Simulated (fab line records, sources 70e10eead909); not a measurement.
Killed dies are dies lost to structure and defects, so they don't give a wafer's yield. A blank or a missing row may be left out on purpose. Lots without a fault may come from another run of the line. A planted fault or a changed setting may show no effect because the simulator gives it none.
One fault seen from 2 desks | flow nand_harc | each desk has only its own numbers; what lay behind them comes last

THE METROLOGY DESK
What the gauges read, lot by lot, whatever tool the lot ran on: means of the sampled wafers that have a number. A lot is out of limits, marked OUT, if its mean lies more than 4 standard deviations from the usual mean; the brackets give that distance.
Columns: A = trench_depth_nm at NHARC_P_STI_OCD_MEAS_43, usual 301 nm; B = trench_foot_cd_nm at NHARC_P_STI_OCD_MEAS_43, usual 158.2 nm
lot  | first seen here | A   | B
L376 | day 2 13:53     | 304 | 158.3
L377 | day 2 18:42     | 302 | 157.8
L379 | day 3 02:49     | 302 | 158.7
L384 | day 4 11:34     | 298 | 159.1
L383 | day 4 11:44     | 303 | 156.9
L385 | day 4 19:14     | 304 | 155.1
L386 | day 5 01:43     | 291 | 159.3
L388 | day 5 13:49     | 304 | 161.4
L389 | day 5 19:50     | 293 | 161.4
L391 | day 6 07:23     | 295 | 155.4
L397 | day 7 18:09     | 302 | 160.8
L399 | day 8 09:45     | 302 | 156.4
This desk's finding: nothing out of limits on any of the 12 lots.

THE TOOL OWNER'S DESK: rie_diel-03
The tool's own readings at NHARC_P_STI_ETCH_42 (etches the open film in N2/H2, target depth 80 nm, overetch 24 nm, time 61 s): means of the sampled wafers that have a number, for each lot that ran on this tool. A lot is out of limits, marked OUT, if its mean lies more than 4 standard deviations from the usual mean; the brackets give that distance.
Columns: A = drypump_motor_current_A at NHARC_P_STI_ETCH_42, usual 5.7 A; B = oes_product_au at NHARC_P_STI_ETCH_42, usual 1.001 a.u.; C = rf_vpp_V at NHARC_P_STI_ETCH_42, usual 430.6 V; D = run_length_s at NHARC_P_STI_ETCH_42, usual 82.1 s; E = showerhead_plenum_p_Torr at NHARC_P_STI_ETCH_42, usual 2.05 Torr; F = throttle_valve_pct at NHARC_P_STI_ETCH_42, usual 14.172 %
lot  | first seen here | A   | B     | C     | D              | E    | F
L383 | day 4 10:46     | 5.6 | 1.014 | 430.1 | 82.1           | 2.03 | 14.173
L385 | day 4 18:16     | 5.6 | 1.008 | 431.5 | 82.4           | 2.06 | 14.168
L386 | day 5 00:44     | 5.6 | 0.996 | 430.9 | 76.7 (-12) OUT | 2.05 | 14.171
L388 | day 5 12:53     | 5.8 | 1.002 | 430.9 | 76.8 (-12) OUT | 2.07 | 14.169
L389 | day 5 18:50     | 5.8 | 0.998 | 430.3 | 76.7 (-12) OUT | 2.07 | 14.171
This desk's finding: out of limits on L386, L388, L389; first on L386, day 5 00:44 (run_length_s at NHARC_P_STI_ETCH_42). In limits: L383, L385.

PUT TOGETHER
The tool owner's desk could have raised an alarm at day 5 00:44, on L386, L388, L389.
The metrology desk saw nothing out of limits.
The metrology desk has L386, L388, L389 on record, within its limits.
Of the lots named, all ran NHARC_P_STI_ETCH_42 on rie_diel-03.

WHAT THE SIMULATOR HAD PUT IN
Process parameter drift: rie_diel-03, from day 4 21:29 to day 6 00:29, at NHARC_P_STI_ETCH_42. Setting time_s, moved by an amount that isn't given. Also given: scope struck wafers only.
Lots struck among those shown: L386, L388, L389.
Hours from the fault's start to each desk's first reading out of limits: the tool owner's desk, 3.
